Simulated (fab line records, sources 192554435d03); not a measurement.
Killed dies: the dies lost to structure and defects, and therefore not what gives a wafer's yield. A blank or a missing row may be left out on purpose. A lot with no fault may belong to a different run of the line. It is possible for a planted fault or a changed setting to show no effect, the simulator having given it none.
The tool behind it: which one? ; flow n5 finfet ; Sampling: 12 lots, 36 wafers, 2 of 1938 route steps

== WHAT THE GAUGES READ, wafer by wafer ==
N5_BEOL_M9_OCD_MEAS_38.
lot;measured;on;trench depth nm (nm)
L075;day 9 15:30;ocd-01;149 156 155
L078;day 10 04:04;ocd-01;148 149 144
L080;day 10 13:52;ocd-01;154 152 149
L082;day 11 16:04;ocd-02;158 157 155
L083;day 11 20:23;ocd-02;151 151 153
L085;day 12 08:50;ocd-02;152 154 152
L087;day 12 20:25;ocd-02;153 156 156
L088;day 13 08:23;ocd-02;147 141 146
L091;day 13 17:19;ocd-02;155 150 156
L093;day 14 12:33;ocd-01;155 148 149
L095;day 15 07:44;ocd-02;154 154 155
L096;day 15 09:49;ocd-01;156 150 155

== WHICH TOOL RAN EACH LOT (tool, then ch and the chambers of the sampled wafers, then the start) ==
lot;N5_BEOL_M9_STRIP_80
L075;rie diel-06 ch 0,2, day 9 15:30 or earlier
L078;rie diel-06 ch 0,1,3, day 10 04:04 or earlier
L080;rie diel-02 ch 0,1,2, day 10 13:52 or earlier
L082;rie diel-02 ch 1,3, day 11 16:04 or earlier
L083;rie diel-06 ch 0,1, day 11 20:23 or earlier
L085;rie diel-02 ch 1,3, day 12 08:50 or earlier
L087;rie diel-03 ch 0,2, day 12 20:25 or earlier
L088;rie diel-06 ch 1,3, day 13 08:23 or earlier
L091;rie diel-02 ch 1,2, day 13 17:19 or earlier
L093;rie diel-06 ch 0,1,2, day 14 12:33 or earlier
L095;rie diel-03 ch 0,2, day 15 07:44 or earlier
L096;rie diel-02 ch 0,1,3, day 15 09:49 or earlier
- N5_BEOL_M9_STRIP_80: strips in N2/H2, time 10 s.

== THE ANSWER, worked out from the rows above alone ==
Rule: usual is defined by the lots themselves. The widest of any qualifying gaps counts: lots, ordered by their means at a reading, are off when they make up no more than a third of the lots, leave a main group of 4 or more, and stand apart from it by 3 or more times the standard deviation of that group's means. A main group whose means are all the same, to the digits that the tables above print for the reading, isn't used. A lot without any number at a reading at which 4 lots or more have one is off too. All remaining lots with rows at the step are treated as sound.
No lot is off at any reading shown: from this, nothing can be told.

== WHAT THE SIMULATOR HAD PUT IN ==
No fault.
